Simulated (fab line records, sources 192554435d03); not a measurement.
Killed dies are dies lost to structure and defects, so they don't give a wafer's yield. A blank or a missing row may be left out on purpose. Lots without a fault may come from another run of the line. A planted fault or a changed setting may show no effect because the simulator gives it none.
A struck lot beside a sound one | flow n5_finfet | 43 steps out of a route of 1938
Sound: wafers L471.1, L471.3, L471.6. Struck: wafers L465.2, L465.4, L465.6. The cause comes at the end.
At each step with rows: each side's tool, then ch and its chambers, then its first start. Under that, the readings that differ: sound wafers | struck wafers | difference of the means | sigmas: that difference in standard deviations of wafers without a fault.
alike: readings whose means differ by less than 2 such deviations, and words and numbers that are the same on both sides. not compared: withheld readings, readings that some wafer has no value for, bounds like >300 that may hide the same value, and numbers for which the record gives no deviation and whose values overlap.
The two part at a step that has a row with sigmas, a row that says differs or no value, or rows on one side only. Numbers that don't overlap but have no deviation are shown without sigmas and don't part them. A reading that every wafer of one side lacks parts them only if that side has two wafers or more.

first, 11 steps without rows for these wafers: N5_BEOL_M1_DESCUM_33 (chemistry O2, time 7 s); N5_BEOL_M1_ETCH_77 (etches underlayer in N2/H2, target depth 6.5 nm, time 5.2 s); N5_BEOL_M1_ETCH_69 (etches SiARC in CF4, target depth 15.6 nm, time 26 s); N5_BEOL_M1_ALD_98 (deposits SiO2, target thk 2.5 nm, pulse time 1 s, co reactant pulse time 1 s); N5_BEOL_M1_ETCHBACK_99 (etches SiO2 in CHF3, target depth 5 nm, time 10.4 s); N5_BEOL_M1_ETCH_70 (etches SOC in N2/H2, target depth 80 nm, overetch 16 nm, time 120 s); N5_BEOL_M1_STRIP_71 (strips in N2/H2); N5_BEOL_M1_STRIP_78 (strips in N2/H2); N5_BEOL_M1_VIA_ETCH_34 (etches the open film in C4F6/O2, target depth 67.8 nm, time 64.4 s); N5_BEOL_M1_STRIP_83 (strips in C4F6/O2); N5_BEOL_M1_STRIP_36 (strips in N2/H2).
N5_BEOL_M1_TRENCH_ETCH_37: etches SiOC in C4F6/O2, target depth 55.207 nm, time 29 s.
  sound on rie_diel-04 ch 1,3, day 11 17:10; struck on rie_diel-03 ch 1,2, day 10 03:37
  no value came back on the struck wafers for any of 8 readings (C4F6_flow_sccm (sccm), O2_flow_sccm (sccm) and others); on the sound wafers C4F6_flow_sccm (sccm) reads 10.01 9.97 9.96
  reading                                    | sound          | struck   | difference | sigmas
  model.TiN_of_BEOL_M1_HM_DEP_02.thk_nm (nm) | 17.8 17.6 17.8 | 20 20 20 | +2         |
  not compared: rf_hours_counter_h
then, 2 steps without rows for these wafers: N5_BEOL_M1_ETCH_41 (etches SiCN in CH3F/O2, target depth 31.9 nm, time 57.8 s); N5_BEOL_M1_STRIP_97 (strips in N2/H2, time 10 s).
N5_BEOL_M1_OCD_MEAS_38:
  sound on ocd-01, day 11 17:19; struck on ocd-01, day 10 03:46
  reading              | sound          | struck    | difference | sigmas
  trench_depth_nm (nm) | 54.6 54.0 54.0 | 0 0.3 0.3 | -54        | -45
then, 25 steps without rows for these wafers: N5_BEOL_M1_HM_STRIP_39 (strips TiN in peroxide tin strip, target depth 25 nm, time 158 s); N5_BEOL_M1_SRD_40 (time 30 s); N5_BEOL_M1_PRECLEAN_42 (cleans in residue remover, time 60 s); N5_BEOL_M1_SRD_43 (time 30 s); N5_BEOL_M1_DEGAS_44 (time 60 s); N5_BEOL_M1_PRE_CLEAN_45 (time 30 s); N5_BEOL_M1_ALD_84 (deposits TaN, pulse time 2 s, purge time 3 s, co reactant purge time 2 s); N5_BEOL_M1_SURFACE_TREAT_85; N5_BEOL_M1_CVD_47 (deposits Co from CCTBA/H2, target thk 3 nm, time 223.8 s); N5_BEOL_M1_SPUTTER_48 (material Cu, target thk 4.5 nm, time 8.29 s); N5_BEOL_M1_ANNEAL_49 (time 240 s); N5_BEOL_M1_SPUTTER_79 (material Cu, target thk 4.5 nm, time 8.29 s); N5_BEOL_M1_ANNEAL_80 (time 240 s); N5_BEOL_M1_SPUTTER_81 (material Cu, target thk 4.5 nm, time 8.29 s); N5_BEOL_M1_ANNEAL_82 (time 240 s); N5_BEOL_M1_SPUTTER_86 (material Cu, target thk 4.5 nm, time 8.29 s); N5_BEOL_M1_ANNEAL_87 (time 240 s); N5_BEOL_M1_SPUTTER_88 (material Cu, target thk 4.5 nm, time 8.29 s); N5_BEOL_M1_ANNEAL_89 (time 240 s); N5_BEOL_M1_SPUTTER_90 (material Cu, target thk 4.5 nm, time 8.29 s); N5_BEOL_M1_ANNEAL_91 (time 240 s); N5_BEOL_M1_SPUTTER_92 (material Cu, target thk 4.5 nm, time 8.29 s); N5_BEOL_M1_ANNEAL_93 (time 240 s); N5_BEOL_M1_SPUTTER_94 (material Cu, target thk 4.5 nm, time 8.29 s); N5_BEOL_M1_ANNEAL_95 (time 240 s).
N5_BEOL_M1_CMP_52: polishes, stops on SiOC, t overpolish 6.8 s, target thk 40 nm.
  sound on cmp-01 ch 2,3, day 11 20:24; struck on cmp-01 ch 1,2,3, day 10 07:24
  reading                                | sound          | struck  | difference | sigmas
  model.Cu_of_BEOL_M1_ECD_50.thk_nm (nm) | 41.8 40.2 38.8 | 0 0 0.8 | -40        |
  alike: head_pressure_psi, motor_current_A, slurry_filter_dp_kPa
N5_BEOL_M4_RC_MEAS_101:
  the record has rows for the sound wafers here (prober-02 ch 0, day 13 17:04) and none for the struck ones
-- the record jumps here: 7 days lie between the struck wafers' starts before and after (it left off in module BEOL_M4 and takes up again in module PASSIVATION, whose first step shown is number 1936 of the route) --
N5_PASSIVATION_PROBE_49:
  the record has rows for the struck wafers here (prober-02, day 17 12:37) and none for the sound ones

WHERE THEY PART
First at N5_BEOL_M1_TRENCH_ETCH_37; last, within this record, at N5_PASSIVATION_PROBE_49.

WHY: what the simulator had put in
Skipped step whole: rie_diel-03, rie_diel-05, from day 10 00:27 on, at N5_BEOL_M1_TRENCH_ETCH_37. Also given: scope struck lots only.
